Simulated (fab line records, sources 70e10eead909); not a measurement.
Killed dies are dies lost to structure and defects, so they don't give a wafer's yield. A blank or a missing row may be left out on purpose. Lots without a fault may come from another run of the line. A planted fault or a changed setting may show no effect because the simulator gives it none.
Chamber matching | flow nand_harc | NHARC_A_CONTACT_ETCH_75 on rie_diel-03: 4 sister chambers
The step etches the open film in CF4, target depth 39 nm, time 65 s. 16 wafers are shown with their chamber, then 8 later ones without.

WAFERS WITH THEIR CHAMBER
wafer  | chamber | showerhead_plenum_p_Torr (Torr) | drypump_motor_current_A (A) | rf_vpp_V (V)
L616.4 | 3       | 1.86                            | 5.9                         | 151.5
L616.5 | 2       | 1.81                            | 6.3                         | 151.8
L616.6 | 3       | 1.86                            | 5.9                         | 152.1
L613.1 | 1       | 1.70                            | 6.1                         | 150.2
L613.4 | 0       | 1.69                            | 5.5                         | 150.3
L613.6 | 3       | 1.86                            | 5.9                         | 153.2
L614.2 | 3       | 1.86                            | 5.9                         | 152.8
L614.5 | 1       | 1.70                            | 6.2                         | 150.5
L614.6 | 2       | 1.81                            | 6.2                         | 152.0
L617.3 | 3       | 1.85                            | 5.9                         | 152.5
L617.5 | 3       | 1.85                            | 5.9                         | 153.3
L617.6 | 0       | 1.68                            | 5.6                         | 149.2
L627.1 | 0       | 1.68                            | 5.6                         | 150.6
L627.5 | 3       | 1.85                            | 5.9                         | 152.8
L627.6 | 0       | 1.68                            | 5.6                         | 150.9
L631.1 | 0       | 1.68                            | 5.6                         | 150.2

SIGNATURES (means of the wafers above)
reading                  | chamber 0 | chamber 1 | chamber 2 | chamber 3 | scatter within a chamber
showerhead_plenum_p_Torr | 1.6820    | 1.7000    | 1.8100    | 1.8557    | 0.00458
drypump_motor_current_A  | 5.580     | 6.150     | 6.250     | 5.900     | 0.0387
rf_vpp_V                 | 150.240   | 150.350   | 151.900   | 152.600   | 0.586
Rule: a wafer's distance from a chamber is the root of the sum, over the readings, of the square of ((its reading less the chamber's mean) divided by the reading's scatter). The wafer belongs to the nearest chamber; if the next one is less than 2 further off, it can't be placed. The scatter: the root of (the sum of the squares of (reading less its chamber's mean) over the shown wafers, divided by (wafers less chambers)).

WAFERS WITHOUT THEIR CHAMBER
wafer  | showerhead_plenum_p_Torr (Torr) | drypump_motor_current_A (A) | rf_vpp_V (V)
L631.3 | 1.80                            | 6.2                         | 152.4
L631.4 | 1.69                            | 6.2                         | 149.8
L633.1 | 1.68                            | 5.5                         | 150.3
L633.2 | 1.80                            | 6.2                         | 152.2
L633.5 | 1.80                            | 6.2                         | 149.9
L636.2 | 1.85                            | 5.9                         | 151.0
L636.5 | 1.80                            | 6.2                         | 153.4
L636.6 | 1.69                            | 6.2                         | 150.2

WHICH CHAMBER EACH WENT THROUGH
wafer  | from the rows above | in truth
L631.3 | 2                   | 2
L631.4 | 1                   | 1
L633.1 | 0                   | 0
L633.2 | 2                   | 2
L633.5 | 2                   | 2
L636.2 | 3                   | 3
L636.5 | 2                   | 2
L636.6 | 1                   | 1
Placed correctly: 8 of 8. Can't be placed from these rows: 0. Placed wrongly: 0.
